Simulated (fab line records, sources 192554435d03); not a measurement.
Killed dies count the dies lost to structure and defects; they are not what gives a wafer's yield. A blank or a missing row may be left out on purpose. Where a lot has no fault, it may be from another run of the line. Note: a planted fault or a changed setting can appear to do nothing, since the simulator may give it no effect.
Struck lot and sound lot, side by side -- flow n5 finfet -- 16 steps out of a route of 1938
Sound: the wafers L428.1, L428.2, L428.4. Struck: wafer L435.1. (L435.6 of the same lot was not struck and is left out.) The cause comes at the end.
At each step with rows: each side's tool, then ch and its chambers, then its first start. Under that, the readings that differ: sound wafers -- struck wafers -- difference of the means -- sigmas: that difference in standard deviations of wafers without a fault.
alike: readings whose means differ by less than 2 such deviations, and words and numbers that are the same on both sides. not compared: withheld readings, readings that some wafer has no value for, bounds like >300 that may hide the same value, and numbers for which the record gives no deviation and whose values overlap.
A row with sigmas, a row that says differs or no value, or rows on one side alone: a step with any of these is where the two part. Non-overlapping numbers with no deviation appear without sigmas and do not part them. A reading that every wafer of one side lacks parts them only if that side has two wafers or more.

first, 7 steps without rows for these wafers: N5_BEOL_M1_COAT_73 (time 60 s, resist thk 5 nm); N5_BEOL_M1_COAT_05 (resist thk 30 nm); N5_BEOL_M1_EBR_07; N5_BEOL_M1_SOFTBAKE_06 (time 60 s); N5_BEOL_M1_EXPOSE_08 (exposes mask M1); N5_BEOL_M1_PEB_09 (peb time 60 s); N5_BEOL_M1_DEVELOP_10 (develop time 30 s).
N5_BEOL_M1_CD_MEAS_11 targets a cd of 17.05 nm.
  sound on cd sem-03 ch 0, day 6 15:44; struck on cd sem-01 ch 0, day 8 23:55
  alike: cd nm
N5_BEOL_M1_OVL_MEAS_12:
  sound on overlay-02 ch 0, day 6 15:46; struck on overlay-02 ch 0, day 8 23:57
  alike: M1_OVL
N5_BEOL_M1_INSPECT_13: inspects for defects (brightfield).
  sound on defect inspect-01 at day 6 15:49; struck on defect inspect-02 at day 9 00:01
  alike: raw defect count
N5_BEOL_M1_DESCUM_16: chemistry O2, time 7 s.
  sound on rie diel-06 ch 0,2,3, day 6 15:51; struck on rie diel-06 ch 3, day 9 00:03
  alike: drypump motor current A, oes product au, rf fwd power W, rf vpp V, showerhead plenum p Torr, throttle valve pct
  not compared: rf hours counter h
N5_BEOL_M1_ETCH_74: etches underlayer in N2/H2, target depth 6.5 nm, time 5.2 s.
  sound on rie diel-06 ch 0,2,3, day 6 15:53; struck on rie diel-06 ch 3, day 9 00:05
  alike: drypump motor current A, etch rf on time s, oes product au, rf fwd power W, rf vpp V, showerhead plenum p Torr, throttle valve pct
  not compared: rf hours counter h
N5_BEOL_M1_ETCH_63: etches SiARC in CF4, target depth 15.6 nm, time 26 s.
  sound on rie diel-06 ch 0,2,3, day 6 15:54; struck on rie diel-06 ch 3, day 9 00:06
reading,sound,struck,difference,sigmas
etch rf on time s (s),25.6 25.6 26.0,19.8,-5.9,-13
  alike: cf4 flow sccm, drypump motor current A, oes product au, rf fwd power W, rf vpp V, showerhead plenum p Torr, throttle valve pct
  not compared: rf hours counter h
N5_BEOL_M1_ETCH_64: etches SOC in N2/H2, target depth 75 nm, overetch 15 nm, time 112.5 s.
  sound on rie diel-06 ch 0,2,3, day 6 15:56; struck on rie diel-06 ch 3, day 9 00:07
  alike: drypump motor current A, oes product au, rf fwd power W, rf vpp V, showerhead plenum p Torr, throttle valve pct
  not compared: rf hours counter h
N5_BEOL_M4_RC_MEAS_101:
  sound on prober-02 ch 0, day 8 03:44; struck on prober-01 ch 0, day 10 17:42
  alike: DIBL_N, DIBL_P, IOFF_N, IOFF_P, ION_N, ION_P, SS_N, SS_P, VT_N, VT_P
-- the record jumps here: 4 days lie between the struck wafers' starts before and after (it left off in module BEOL_M4 and takes up again in module PASSIVATION, whose first step shown is number 1936 of the route) --
N5_PASSIVATION_PROBE_49:
  sound on prober-01 at day 12 22:01; struck on prober-01 at day 14 21:34
reading,sound,struck,difference,sigmas
sort_bin_6_memory (%),4.1 3.6 3.6,2.4,-1.4,-2
  alike: defect limited yield, killed_at_M0_to_M3, killed_at_M4_up, killed at contacts, killed at front end, killed at other, killed dies, killed open, killed short, sort_bin_5_function, sort n pass, sort yield pct

## WHERE THEY PART
First at N5_BEOL_M1_ETCH_63; last, within this record, at N5_PASSIVATION_PROBE_49.

WHY: what had been put in by the simulator
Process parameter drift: rie diel-06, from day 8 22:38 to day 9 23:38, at N5_BEOL_M1_ETCH_63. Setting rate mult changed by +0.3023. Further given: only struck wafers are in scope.
